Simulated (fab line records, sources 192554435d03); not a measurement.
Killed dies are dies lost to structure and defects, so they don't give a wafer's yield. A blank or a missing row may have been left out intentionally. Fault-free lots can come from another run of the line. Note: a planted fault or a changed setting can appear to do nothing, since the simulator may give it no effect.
fab line records	flow n5-finfet	part 1 of 2: steps 1 to 4 of 6
record: lots: 22	wafers: 66	last-day: 18
route steps=1938 shown GATE_CUT@475 MOL_CONTACT_COAG@532
lots untouched by any fault: they come from a run of this same line in which no faults occurred
start-h: hours from the record's opening day to when the first of the lot's shown wafers began	wait-h: hours from the lot's prior step to this one	" as in the row above	L1.1+2: a single row standing in for several wafers	- value missing, or start not given	* or withheld: withheld	< > ~ a bound
route shown NAME@n: names a module that has steps shown in the file, with the first one's number in the route	usual: mean/standard deviation taken from wafers without a fault	same: alike in all rows	chamber/n: place in a boat	sites: per-site readings	_std_site: their standard deviation	_edge_site: mean of outer sites minus mean of inner sites	radius-mm: how far each site lies from the wafer's centre	mask NAME#n: copy n	behind: the most recent tool/chamber to have shaped the wafer	hold: why the lot went on hold/how many hours it stayed there/how the hold came to an end	device: whichever transistor did not switch (one of n, p or np)	end of line: tests run on the same wafers once the route is complete	a step given without rows: its recipe and nothing more	killed: not the wafer's yield, but the dies lost to structure and defects at the first sort	map: a wafer's dies, marking killed ones x, the rest . and places with no die _
set.NAME: the setting as run; set.NAME@STEP: as run at that earlier step	model.NAME: the simulator's own value behind a step, which no gauge read
a sample of lots followed through the steps of the route, with each step as a table and each wafer as a row
services: the hour from which a tool's chamber was out of use, counted from the record's first day as start-h (under 0 if before that day), plus the number of hours and why
== steps ==
step: N5_GATE_CUT_CMP_02
recipe: stop-on: SiO2	t-overpolish-s: 12.7	post-cmp-clean: alkaline-brush	down-force-psi: 2.5	platen-rpm: 51.8	pad-velocity-m-s: 1.0307	target-thk-nm: 0
usual: motor-current-A: 9.1/0.96	overpolish-run-s: 12.700/0.0094	time-to-endpoint-s: 24/3.2
lot.wafer	tool	chamber	start-h	wait-h	motor-current-A	overpolish-run-s	time-to-endpoint-s
L074.4	cmp-01	2	81.74	0.1	8.5	12.691	25
L074.5	"	0	"	"	8.6	12.704	19
L074.6	"	1	"	"	9.9	12.703	24
L076.2	cmp-02	3	95.07	0.1	9.3	12.712	27
L076.3	"	0	"	"	11.6	12.693	24
L076.4	"	1	"	"	9.3	12.701	23
L077.4	cmp-03	2	104.37	0.1	8.5	12.698	26
L077.3	"	3	"	"	9.2	12.704	23
L077.5	"	0	"	"	8.1	12.704	28
L078.1	cmp-01	3	105.67	0.1	9.7	12.709	24
L078.4	"	0	"	"	8.6	12.702	21
L078.2	"	2	"	"	8.3	12.711	25
L079.3	cmp-01	0	115.05	0.1	8.8	12.703	21
L079.4	"	1	"	"	9.4	12.692	25
L079.1	"	2	"	"	8.6	12.704	26
L080.1	cmp-02	1	122.63	0.1	9.1	12.699	26
L080.2	"	2	"	"	7.5	12.708	30
L080.5	"	1	"	"	9.4	12.691	25
L081.3	cmp-01	1	125.29	0.1	9.5	12.681	21
L081.2	"	2	"	"	8.0	12.696	25
L081.6	"	2	"	"	8.6	12.712	25
L082.4	cmp-03	2	133.08	0.1	8.4	12.701	30
L082.1	"	3	"	"	8.9	12.715	28
L082.5	"	1	"	"	9.1	12.723	28
L083.3	cmp-03	2	135.45	0.5	8.4	12.706	25
L083.6	"	3	"	"	9.6	12.695	25
L083.5	"	0	"	"	8.4	12.704	29
L084.4	cmp-03	3	141.98	0.0	9.1	12.698	28
L084.3	"	1	"	"	9.1	12.690	26
L084.6	"	0	"	"	8.1	12.686	31
L085.3	cmp-01	1	150.04	0.1	9.3	12.681	19
L085.1	"	2	"	"	8.7	12.716	22
L085.5	"	3	"	"	9.7	12.686	24
L086.2	cmp-02	2	157.17	0.1	7.8	12.691	31
L086.1	"	3	"	"	9.5	12.699	27
L086.6	"	2	"	"	7.8	12.693	27
L087.1	cmp-02	1	165.55	0.1	8.9	12.699	21
L087.5	"	0	"	"	11.3	12.699	19
L087.6	"	1	"	"	9.5	12.699	23
L088.1	cmp-03	2	167.68	0.1	8.3	12.686	24
L088.2	"	3	"	"	9.5	12.716	22
L088.5	"	3	"	"	9.1	12.708	24
L089.3	cmp-02	3	174.54	0.1	9.9	12.684	23
L089.5	"	2	"	"	7.9	12.712	29
L089.6	"	3	"	"	10.2	12.707	26
L091.2	cmp-02	2	186.19	0.1	8.1	12.693	26
L091.3	"	1	"	"	9.2	12.692	22
L091.5	"	3	"	"	9.8	12.706	25
L092.4	cmp-02	3	189.68	0.1	10.5	12.700	23
L092.1	"	0	"	"	11.4	12.712	21
L092.6	"	2	"	"	7.6	12.710	27
L093.2	cmp-01	1	198.30	0.1	9.4	12.718	22
L093.1	"	0	"	"	8.5	12.685	20
L093.6	"	1	"	"	9.8	12.712	23
L094.4	cmp-01	3	204.87	0.1	9.6	12.715	25
L094.3	"	2	"	"	8.3	12.703	29
L094.6	"	0	"	"	8.5	12.675	21
L095.1	cmp-03	3	212.44	0.1	9.2	12.701	24
L095.6	"	3	"	"	8.8	12.695	24
L095.5	"	0	"	"	8.1	12.715	28
L096.2	cmp-01	3	215.94	0.2	9.7	12.699	23
L096.4	"	0	"	"	8.4	12.706	20
L096.1	"	2	"	"	8.3	12.701	23
L097.4	cmp-02	1	223.58	0.0	9.3	12.693	23
L097.3	"	0	"	"	11.9	12.709	20
L097.6	"	2	"	"	7.8	12.701	28
step: N5_GATE_CUT_STRIP_41
recipe: chemistry: CF4	resist: SiARC	power-w: 300	bias-power-w: 75	pressure-mtorr: 50	cf4-flow-sccm: 150	rf-frequency-hz: 6e+07
usual: chamber-pressure-mTorr: 50.00/0.044	drypump-motor-current-A: 5.8/0.54	oes-product-au: 0.175/0.016	rf-vpp-V: 271.5/1.6	showerhead-plenum-p-Torr: 1.81/0.064	throttle-valve-pct: 13.59/0.18
lot.wafer	tool	chamber	start-h	wait-h	chamber-pressure-mTorr	drypump-motor-current-A	oes-product-au	rf-hours-counter-h	rf-vpp-V	showerhead-plenum-p-Torr	throttle-valve-pct
L074.4	rie-diel-02	1	82.81	0.0	49.94	5.1	0.165	196	273.0	1.88	13.55
L074.5	"	1	"	"	50.03	5.1	0.165	-	273.6	1.88	13.55
L074.6	"	0	"	"	50.00	6.4	0.156	-	272.5	1.86	13.80
L076.2	rie-diel-04	2	96.21	0.0	50.10	4.9	0.171	181	272.7	1.88	13.71
L076.3	"	3	"	"	50.05	5.9	0.165	207	268.5	1.73	13.82
L076.4	"	0	"	"	49.95	5.3	0.188	124	272.7	1.85	13.52
L077.3	rie-diel-02	1	105.45	0.0	50.05	5.1	0.165	204	272.6	1.88	13.57
L077.4	"	3	"	"	49.94	6.5	0.170	167	271.5	1.79	13.61
L077.5	"	0	"	"	49.98	6.4	0.162	-	273.2	1.86	13.82
L078.1	rie-diel-04	1	106.91	0.0	49.98	6.2	0.171	174	273.1	1.88	13.48
L078.2	"	3	"	"	50.03	5.9	0.165	210	270.2	1.73	13.81
L078.4	"	0	"	"	50.01	5.3	0.170	-	272.9	1.85	13.55
L079.1	rie-diel-06	2	116.16	0.0	50.03	6.2	0.215	13	270.2	1.75	13.50
L079.3	"	1	"	"	50.01	5.4	0.202	38	272.2	1.81	13.12
L079.4	"	3	"	"	50.06	5.2	0.164	151	269.8	1.72	13.50
L080.1	rie-diel-04	0	123.89	0.0	50.00	5.3	0.178	135	272.7	1.85	13.55
L080.2	"	2	"	"	49.93	4.9	0.173	189	271.8	1.88	13.71
L080.5	"	1	"	"	50.02	6.2	0.173	-	272.2	1.88	13.48
L081.2	rie-diel-04	1	126.30	0.0	49.96	6.3	0.175	179	272.8	1.88	13.50
L081.3	"	2	"	"	49.99	4.9	0.171	189	272.7	1.88	13.71
L081.6	"	3	"	"	49.98	5.9	0.165	-	268.5	1.73	13.84
L082.1	rie-diel-04	2	134.02	0.0	49.97	4.8	0.172	192	272.9	1.88	13.74
L082.4	"	0	"	"	50.05	5.3	0.178	138	271.4	1.85	13.55
L082.5	"	2	"	"	50.01	4.9	0.174	-	273.2	1.88	13.74
L083.3	rie-diel-06	0	136.35	0.0	49.99	5.9	0.169	181	273.5	1.86	13.81
L083.5	"	0	"	"	49.92	5.9	0.165	-	273.4	1.86	13.80
L083.6	"	1	"	"	50.01	5.4	0.197	-	272.4	1.81	13.14
L084.3	rie-diel-06	3	143.00	0.0	50.00	5.2	0.173	160	270.9	1.72	13.53
L084.4	"	2	"	"	49.93	6.2	0.206	22	269.2	1.75	13.53
L084.6	"	0	"	"	49.98	5.9	0.176	-	271.1	1.85	13.80
L085.1	rie-diel-04	0	151.59	0.0	49.98	5.3	0.180	143	272.6	1.85	13.57
L085.3	"	1	"	"	50.07	6.3	0.165	188	272.6	1.88	13.50
L085.5	"	0	"	"	50.04	5.3	0.178	-	272.9	1.85	13.57
L086.1	rie-diel-04	1	158.51	0.0	50.09	6.3	0.169	190	271.3	1.88	13.51
L086.2	"	0	"	"	49.96	5.3	0.181	146	272.1	1.85	13.57
L086.6	"	3	"	"	49.97	5.9	0.162	-	269.5	1.73	13.87
L087.1	rie-diel-02	0	166.72	0.0	49.96	6.4	0.228	5	271.8	1.86	13.28
L087.5	"	0	"	"	50.05	6.4	0.225	-	272.8	1.86	13.28
L087.6	"	1	"	"	49.95	5.1	0.162	-	272.1	1.87	13.61
L088.1	rie-diel-04	0	169.24	0.0	49.93	5.3	0.177	150	273.0	1.85	13.58
L088.2	"	2	"	"	49.94	4.9	0.170	197	271.6	1.88	13.74
L088.5	"	1	"	"	50.05	6.3	0.167	-	273.3	1.88	13.51
L089.3	rie-diel-06	2	175.65	0.0	49.96	6.2	0.199	33	271.5	1.75	13.54
L089.5	"	0	"	"	50.05	5.9	0.169	-	272.1	1.85	13.83
L089.6	"	3	"	"	49.98	5.2	0.167	-	269.3	1.72	13.54
L091.2	rie-diel-02	0	187.33	0.0	49.99	6.4	0.223	11	271.8	1.86	13.29
L091.3	"	3	"	"	49.98	6.4	0.170	191	269.6	1.78	13.67
L091.5	"	3	"	"	50.07	6.5	0.164	-	271.0	1.78	13.68
L092.1	rie-diel-06	1	190.77	0.0	50.04	5.4	0.194	63	271.5	1.81	13.19
L092.4	"	2	"	"	50.07	6.2	0.202	36	270.4	1.74	13.54
L092.6	"	2	"	"	49.96	6.2	0.199	-	270.6	1.74	13.54
L093.1	rie-diel-02	0	199.42	0.0	49.91	6.4	0.218	14	272.6	1.86	13.29
L093.2	"	1	"	"	50.01	5.1	0.159	231	273.2	1.87	13.63
L093.6	"	0	"	"	50.01	6.4	0.225	-	271.8	1.86	13.30
L094.3	rie-diel-04	3	206.04	0.0	50.01	5.9	0.160	241	269.9	1.73	13.89
L094.4	"	2	"	"	49.98	4.9	0.171	207	273.2	1.87	13.77
L094.6	"	1	"	"	50.02	6.3	0.166	-	272.9	1.87	13.54
L095.1	rie-diel-04	0	213.53	0.0	50.03	5.3	0.178	162	271.5	1.84	13.60
L095.5	"	3	"	"	50.04	5.9	0.155	-	269.3	1.73	13.90
L095.6	"	0	"	"	49.96	5.3	0.172	-	272.7	1.84	13.61
L096.1	rie-diel-02	0	217.29	0.0	50.00	6.4	0.201	20	273.0	1.85	13.32
L096.2	"	2	"	"	50.02	6.3	0.165	196	267.7	1.70	13.59
L096.4	"	1	"	"	50.01	5.1	0.160	237	271.8	1.87	13.65
L097.3	rie-diel-02	2	224.75	0.0	49.96	6.4	0.164	198	268.3	1.70	13.59
L097.4	"	3	"	"	50.03	6.4	0.162	-	271.2	1.78	13.69
L097.6	"	2	"	"	50.03	6.3	0.171	-	270.4	1.70	13.61
step: N5_GATE_CUT_ETCH_19
recipe: chemistry: CH3F/O2	target: SiNx	mask-material: SiO2	target-depth-a: 537	time-s: 76.7	pressure-mtorr: 30	source-w: 395	bias-w: 73	Ar_flow_sccm: 150	CH3F_flow_sccm: 30	O2_flow_sccm: 20	ion-energy-ev: 120	ends: cleared
usual: chamber-pressure-mTorr: 30.005/0.027	drypump-motor-current-A: 5.8/0.53	etch-rf-on-time-s: 77.6/2.2	mfc-ar-sccm: 150.0/0.48	oes-product-au: 0.64/0.065	rf-vpp-V: 293/6.8	showerhead-plenum-p-Torr: 2.01/0.071	throttle-valve-pct: 16.27/0.2
lot.wafer	tool	chamber	start-h	wait-h	chamber-pressure-mTorr	drypump-motor-current-A	etch-rf-on-time-s	mfc-ar-sccm	oes-product-au	rf-hours-counter-h	rf-vpp-V	showerhead-plenum-p-Torr	throttle-valve-pct
L074.4	rie-diel-02	1	82.87	0.0	29.983	5.1	75.8	150.4	0.62	196	308	2.04	15.98
L074.5	"	1	"	"	29.987	5.1	76.6	150.3	0.62	-	308	2.04	15.98
L074.6	"	0	"	"	30.015	6.4	74.0	150.4	0.60	-	297	2.04	16.33
L076.2	rie-diel-04	2	96.27	0.0	30.025	4.9	77.6	150.5	0.64	181	292	2.06	16.24
L076.3	"	3	"	"	29.989	5.9	80.6	149.9	0.60	207	291	1.90	16.37
L076.4	"	0	"	"	29.947	5.3	79.3	151.3	0.66	124	285	2.09	16.36
L077.3	rie-diel-02	1	105.51	0.0	30.005	5.1	76.0	150.0	0.61	204	308	2.04	16.01
L077.4	"	3	"	"	29.997	6.5	79.8	150.6	0.62	167	288	2.00	16.39
L077.5	"	0	"	"	30.004	6.4	74.4	149.6	0.60	-	297	2.04	16.35
L078.1	rie-diel-04	1	106.97	0.0	30.062	6.2	79.0	150.4	0.62	174	299	2.08	16.07
L078.2	"	3	"	"	30.005	5.9	81.4	150.3	0.58	210	293	1.89	16.37
L078.4	"	0	"	"	30.040	5.3	79.7	150.7	0.64	-	286	2.09	16.36
L079.1	rie-diel-06	2	116.22	0.0	30.000	6.2	75.7	149.6	0.79	13	290	1.98	16.42
L079.3	"	1	"	"	30.033	5.4	76.0	149.8	0.73	38	293	2.03	15.89
L079.4	"	3	"	"	30.017	5.2	76.1	149.1	0.63	151	289	1.90	16.20
L080.1	rie-diel-04	0	123.95	0.0	30.011	5.3	78.5	149.4	0.65	135	287	2.09	16.40
L080.2	"	2	"	"	30.004	4.9	76.7	150.3	0.64	189	290	2.05	16.25
L080.5	"	1	"	"	29.978	6.3	77.3	149.8	0.63	-	297	2.08	16.07
L081.2	rie-diel-04	1	126.36	0.0	30.004	6.2	78.6	150.2	0.63	179	300	2.08	16.07
L081.3	"	2	"	"	29.968	4.9	77.1	149.8	0.63	189	290	2.06	16.27
L081.6	"	3	"	"	30.002	5.9	80.0	150.4	0.59	-	292	1.89	16.38
L082.1	rie-diel-04	2	134.08	0.0	30.031	4.9	76.9	150.1	0.63	192	291	2.05	16.25
L082.4	"	0	"	"	30.010	5.3	79.2	150.0	0.64	138	285	2.09	16.39
L082.5	"	2	"	"	29.999	4.9	78.0	149.8	0.62	-	291	2.05	16.26
L083.3	rie-diel-06	0	136.41	0.0	29.980	5.9	77.4	150.8	0.62	181	307	2.07	16.54
L083.5	"	0	"	"	29.960	5.9	77.6	150.2	0.62	-	307	2.07	16.54
L083.6	"	1	"	"	30.013	5.4	75.7	150.7	0.73	-	292	2.03	15.92
L084.3	rie-diel-06	3	143.06	0.0	29.995	5.2	75.8	149.5	0.63	160	290	1.90	16.22
L084.4	"	2	"	"	30.019	6.2	75.8	150.6	0.78	22	289	1.97	16.43
L084.6	"	0	"	"	29.992	5.9	76.6	149.7	0.63	-	306	2.07	16.55
L085.1	rie-diel-04	0	151.65	0.0	30.004	5.3	78.8	150.1	0.64	143	286	2.09	16.39
L085.3	"	1	"	"	30.022	6.3	77.7	150.0	0.62	188	298	2.07	16.10
L085.5	"	0	"	"	29.995	5.3	79.6	149.7	0.64	-	286	2.09	16.38
L086.1	rie-diel-04	1	158.57	0.0	30.018	6.3	77.8	149.9	0.62	190	300	2.07	16.09
L086.2	"	0	"	"	30.018	5.3	79.2	149.6	0.64	146	286	2.08	16.39
L086.6	"	3	"	"	30.002	5.9	81.5	149.8	0.58	-	292	1.89	16.40
L087.1	rie-diel-02	0	166.78	0.0	29.976	6.4	74.6	150.1	0.84	5	295	2.03	15.85
L087.5	"	0	"	"	29.971	6.4	74.1	150.5	0.84	-	297	2.03	15.86
L087.6	"	1	"	"	30.010	5.1	77.3	149.4	0.60	-	307	2.03	16.03
L088.1	rie-diel-04	0	169.30	0.0	30.008	5.3	78.3	149.7	0.64	150	286	2.08	16.41
L088.2	"	2	"	"	29.986	4.9	76.9	149.2	0.63	197	291	2.05	16.27
L088.5	"	1	"	"	29.969	6.2	78.3	150.1	0.61	-	300	2.07	16.12
L089.3	rie-diel-06	2	175.71	0.0	30.041	6.2	75.9	149.6	0.76	33	289	1.97	16.46
L089.5	"	0	"	"	30.034	5.9	76.8	150.2	0.62	-	306	2.07	16.57
L089.6	"	3	"	"	30.007	5.2	76.5	150.3	0.62	-	289	1.89	16.23
L091.2	rie-diel-02	0	187.39	0.0	29.979	6.4	73.4	150.1	0.83	11	296	2.03	15.87
L091.3	"	3	"	"	30.028	6.5	81.6	150.3	0.60	191	288	1.99	16.43
L091.5	"	3	"	"	30.002	6.5	81.4	149.3	0.59	-	288	1.99	16.43
L092.1	rie-diel-06	1	190.83	0.0	29.986	5.4	77.3	150.7	0.71	63	292	2.03	15.95
L092.4	"	2	"	"	30.000	6.2	75.4	149.6	0.76	36	287	1.97	16.48
L092.6	"	2	"	"	30.035	6.2	75.2	149.6	0.75	-	290	1.97	16.46
L093.1	rie-diel-02	0	199.48	0.0	30.015	6.4	73.1	149.5	0.82	14	298	2.03	15.87
L093.2	"	1	"	"	30.028	5.1	76.5	149.1	0.60	231	310	2.03	16.07
L093.6	"	0	"	"	29.971	6.4	73.2	149.9	0.82	-	297	2.03	15.87
L094.3	rie-diel-04	3	206.10	0.0	29.939	5.9	81.1	150.3	0.57	241	292	1.88	16.42
L094.4	"	2	"	"	30.001	4.9	77.4	150.2	0.62	207	292	2.05	16.28
L094.6	"	1	"	"	30.027	6.3	77.2	150.2	0.61	-	298	2.07	16.13
L095.1	rie-diel-04	0	213.59	0.0	30.047	5.3	78.7	150.3	0.63	162	285	2.08	16.43
L095.5	"	3	"	"	30.002	5.9	80.3	149.5	0.57	-	291	1.88	16.45
L095.6	"	0	"	"	29.968	5.3	78.4	150.3	0.62	-	285	2.08	16.43
L096.1	rie-diel-02	0	217.35	0.0	29.996	6.4	73.6	149.7	0.81	20	296	2.03	15.88
L096.2	"	2	"	"	29.990	6.3	75.8	149.6	0.62	196	286	1.92	16.42
L096.4	"	1	"	"	29.959	5.1	76.1	150.0	0.59	237	309	2.03	16.08
L097.3	rie-diel-02	2	224.81	0.0	30.022	6.3	75.5	151.1	0.62	198	283	1.91	16.44
L097.4	"	3	"	"	29.940	6.4	81.1	149.8	0.59	-	288	1.99	16.46
L097.6	"	2	"	"	30.013	6.3	75.3	150.4	0.62	-	285	1.91	16.45
step: N5_GATE_CUT_CMP_43
recipe: material: SiO2	post-cmp-clean: rinse-only
usual: motor-current-A: 12.1/1.1
lot.wafer	tool	chamber	start-h	wait-h	motor-current-A
L074.4	cmp-01	3	85.47	0.3	13.1
L074.5	"	0	"	"	11.3
L074.6	"	1	"	"	13.1
L076.4	cmp-01	2	98.64	0.0	11.8
L076.3	"	3	"	"	12.5
L076.2	"	1	"	"	12.8
L077.3	cmp-03	2	107.92	0.0	10.9
L077.4	"	0	"	"	11.3
L077.5	"	3	"	"	12.4
L078.2	cmp-01	0	110.04	0.0	11.4
L078.4	"	2	"	"	11.1
L078.1	"	3	"	"	12.5
L079.1	cmp-01	0	118.61	0.0	11.5
L079.3	"	1	"	"	13.2
L079.4	"	2	"	"	11.4
L080.2	cmp-01	1	126.40	0.1	13.4
L080.1	"	3	"	"	13.3
L080.5	"	1	"	"	12.9
L081.2	cmp-01	1	128.81	0.1	12.9
L081.3	"	3	"	"	13.1
L081.6	"	1	"	"	13.4
L082.4	cmp-03	0	136.88	0.3	11.0
L082.1	"	2	"	"	11.4
L082.5	"	0	"	"	11.3
L083.3	cmp-02	0	139.02	0.3	15.5
L083.5	"	1	"	"	12.5
L083.6	"	2	"	"	10.3
L084.4	cmp-03	2	145.42	0.0	11.1
L084.3	"	3	"	"	12.3
L084.6	"	2	"	"	11.5
L085.1	cmp-01	0	154.21	0.1	11.5
L085.3	"	2	"	"	11.3
L085.5	"	0	"	"	11.1
L086.1	cmp-02	3	161.06	0.1	13.3
L086.2	"	0	"	"	15.4
L086.6	"	3	"	"	13.1
L087.1	cmp-01	2	169.22	0.1	11.3
L087.6	"	1	"	"	12.8
L087.5	"	2	"	"	11.9
L088.1	cmp-03	3	171.67	0.0	12.3
L088.2	"	1	"	"	12.2
L088.5	"	0	"	"	11.3
L089.3	cmp-03	0	178.23	0.2	10.6
L089.6	"	2	"	"	11.1
L089.5	"	3	"	"	11.5
L091.2	cmp-01	0	190.75	0.1	11.1
L091.3	"	2	"	"	11.1
L091.5	"	0	"	"	11.3
L092.1	cmp-02	2	193.65	0.0	10.7
L092.4	"	0	"	"	15.4
L092.6	"	3	"	"	13.4
L093.2	cmp-02	3	201.97	0.1	12.9
L093.1	"	2	"	"	10.4
L093.6	"	0	"	"	15.4
L094.3	cmp-03	2	208.98	0.1	11.2
L094.4	"	3	"	"	12.5
L094.6	"	1	"	"	12.2
L095.1	cmp-01	1	216.63	0.2	13.1
L095.6	"	3	"	"	12.9
L095.5	"	0	"	"	12.0
L096.1	cmp-03	2	219.98	0.0	11.0
L096.4	"	3	"	"	12.2
L096.2	"	1	"	"	12.5
L097.4	cmp-01	2	227.34	0.2	11.7
L097.3	"	3	"	"	12.9
L097.6	"	0	"	"	11.9
